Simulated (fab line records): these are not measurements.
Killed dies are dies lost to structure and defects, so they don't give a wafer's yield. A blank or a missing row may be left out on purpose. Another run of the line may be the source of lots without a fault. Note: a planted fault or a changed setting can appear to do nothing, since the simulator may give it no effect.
Chamber matching + flow nand_harc + rie_diel-05 running NHARC_P_GATE_DESCUM_61: 4 sister chambers
The step chemistry O2, time 3 s. 16 wafers are shown with their chamber, then 8 later ones without.

== WAFERS WITH THEIR CHAMBER ==
| wafer  | chamber | drypump_motor_current_A (A) | showerhead_plenum_p_Torr (Torr) | oes_product_au (a.u.) |
|--------|---------|-----------------------------|---------------------------------|-----------------------|
| L230.1 | 0       | 5.8                         | 1.88                            | 1.005                 |
| L230.3 | 1       | 6.1                         | 1.85                            | 0.998                 |
| L230.5 | 0       | 5.8                         | 1.88                            | 0.996                 |
| L232.2 | 3       | 5.0                         | 1.91                            | 0.995                 |
| L232.3 | 2       | 4.7                         | 1.92                            | 1.010                 |
| L232.4 | 1       | 6.1                         | 1.85                            | 0.989                 |
| L235.1 | 1       | 6.1                         | 1.85                            | 0.996                 |
| L235.2 | 2       | 4.8                         | 1.92                            | 1.003                 |
| L235.3 | 3       | 5.0                         | 1.90                            | 0.993                 |
| L236.1 | 0       | 5.8                         | 1.88                            | 1.005                 |
| L236.4 | 2       | 4.7                         | 1.92                            | 1.015                 |
| L236.5 | 3       | 5.0                         | 1.90                            | 0.997                 |
| L237.1 | 0       | 5.8                         | 1.88                            | 1.002                 |
| L237.3 | 2       | 4.8                         | 1.92                            | 1.014                 |
| L237.4 | 1       | 6.1                         | 1.85                            | 1.007                 |
| L240.1 | 1       | 6.1                         | 1.85                            | 0.997                 |

SIGNATURES (averages over the wafers above)
| reading                  | chamber 0 | chamber 1 | chamber 2 | chamber 3 | scatter within a chamber |
|--------------------------|-----------|-----------|-----------|-----------|--------------------------|
| drypump_motor_current_A  | 5.800     | 6.100     | 4.750     | 5.000     | 0.0289                   |
| showerhead_plenum_p_Torr | 1.8800    | 1.8500    | 1.9200    | 1.9033    | 0.00236                  |
| oes_product_au           | 1.00200   | 0.99740   | 1.01050   | 0.99500   | 0.00513                  |
Rule: distance of a wafer from a chamber = root of the sum over the readings of ((wafer's reading minus chamber's mean) / reading's scatter) squared. The wafer belongs to the nearest chamber; if the next one is less than 2 further off, it can't be placed. How the scatter is found: for the shown wafers, subtract from each reading the mean of its chamber, square and add these, divide the total by (wafers less chambers), then take the root.

== WAFERS MISSING THEIR CHAMBER ==
| wafer  | drypump_motor_current_A (A) | showerhead_plenum_p_Torr (Torr) | oes_product_au (a.u.) |
|--------|-----------------------------|---------------------------------|-----------------------|
| L240.5 | 4.7                         | 1.92                            | 0.989                 |
| L240.6 | 5.8                         | 1.88                            | 0.989                 |
| L253.3 | 5.0                         | 1.90                            | 0.995                 |
| L253.4 | 5.8                         | 1.87                            | 0.995                 |
| L253.6 | 4.7                         | 1.91                            | 1.002                 |
| L252.2 | 4.7                         | 1.91                            | 1.002                 |
| L252.5 | 6.1                         | 1.84                            | 0.995                 |
| L252.6 | 5.8                         | 1.87                            | 0.993                 |

== CHAMBER TAKEN BY EACH ==
| wafer  | from the rows above | in truth |
|--------|---------------------|----------|
| L240.5 | 2                   | 2        |
| L240.6 | 0                   | 0        |
| L253.3 | 3                   | 3        |
| L253.4 | 0                   | 0        |
| L253.6 | 2                   | 2        |
| L252.2 | 2                   | 2        |
| L252.5 | 1                   | 1        |
| L252.6 | 0                   | 0        |
Correctly placed: 8 of 8. Can't be placed from these rows: 0. 0 placed wrongly.
